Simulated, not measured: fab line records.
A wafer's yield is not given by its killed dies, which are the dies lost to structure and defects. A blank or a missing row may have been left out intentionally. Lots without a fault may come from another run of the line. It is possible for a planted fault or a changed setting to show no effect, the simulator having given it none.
Split-lot study	flow n5_finfet	7 lots, 21 wafers read, on a route of 1938 steps

== ON THE SPLIT ==
At N5_BEOL_M5_COAT_66 (time 60 s, resist thk 12 nm), the setting spin_rpm was moved away from the recipe's 1500 rpm on 7 of the 21 wafers read, by -10.5% to +7.1%. For the rest of the wafers, this setting stayed at what the recipe calls for.

Reading taken at the split's own step.

== THE READING ==
SiARC_of_BEOL_M5_COAT_66.thk_nm (the simulator's own value, which no gauge read), in nm, at N5_BEOL_M5_COAT_66 (time 60 s, resist thk 12 nm). The file gives no usual value for it.

wafer	tool, chamber at the split	spin_rpm as run, rpm	against the recipe	SiARC_of_BEOL_M5_COAT_66.thk_nm, nm	against lot-mates on the recipe
L079.3	litho_track-05, 0	1500	recipe	12	-
L079.4	litho_track-05, 0	1363	-9.1%	12.6	+0.6
L079.5	litho_track-05, 0	1363	-9.1%	12.6	+0.6
L087.2	litho_track-02, 0	1500	recipe	12	-
L087.4	litho_track-02, 0	1500	recipe	12	-
L087.5	litho_track-02, 0	1500	recipe	12	-
L089.2	litho_track-01, 0	1342	-10.5%	12.8	+0.8
L089.5	litho_track-01, 0	1342	-10.5%	12.6	+0.6
L089.6	litho_track-01, 0	1500	recipe	12	-
L091.1	litho_track-01, 0	1347	-10.2%	12.6	+0.6
L091.4	litho_track-01, 0	1500	recipe	12	-
L091.6	litho_track-01, 0	1500	recipe	12	-
L093.2	litho_track-02, 0	1432	-4.5%	12.2	+0.2
L093.5	litho_track-02, 0	1500	recipe	12	-
L093.6	litho_track-02, 0	1500	recipe	12	-
L094.3	litho_track-02, 0	1500	recipe	12	-
L094.4	litho_track-02, 0	1500	recipe	12	-
L094.5	litho_track-02, 0	1500	recipe	12	-
L097.1	litho_track-05, 0	1607	+7.1%	11.6	-0.4
L097.3	litho_track-05, 0	1500	recipe	12	-
L097.5	litho_track-05, 0	1500	recipe	12	-

THE FIT
A straight line over all 21 wafers: SiARC_of_BEOL_M5_COAT_66.thk_nm changes by -0.0629 nm for each +1% of spin_rpm; r = -0.99; the points scatter about the line by 0.043 nm.
The same after taking each lot's own level away (the mean of its wafers on the recipe; 21 wafers): -0.0629 nm for each +1%; r = -0.99; scatter 0.043 nm.
According to that fit, moving spin_rpm by its largest amount changes the reading by 0.66 nm.
The lots' own levels span 12.00 to 12.00 nm.
The two slopes agree, so the slope changes little with the lot-to-lot level.
Check: with one of the wafers moved furthest among these (-10.5%) left out of the fit, the line predicts +0.631 nm for it against its lot-mates. Against them it came out at +0.8 nm.

== OTHER SPLITS APPLIED TO THESE WAFERS ==
Before the reading, these wafers also passed through other splits. Each is held against what the fit with the lots' levels taken away leaves over:
other split on the same wafers	wafers away from the commonest value	r with SiARC_of_BEOL_M5_COAT_66.thk_nm (lot level and that fit taken away)
N5_BEOL_M4_HM_DEP_02 target_thk_a	9	+0.49
N5_BEOL_M4_COAT_61 time_s	8	+0.16
N5_BEOL_M4_SPUTTER_79 time_s	7	-0.01

== THE FILE'S OWN FIT ==
SiARC_of_BEOL_M5_COAT_66.thk_nm changes by -0.0615 nm for each +1% of spin_rpm, r = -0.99.
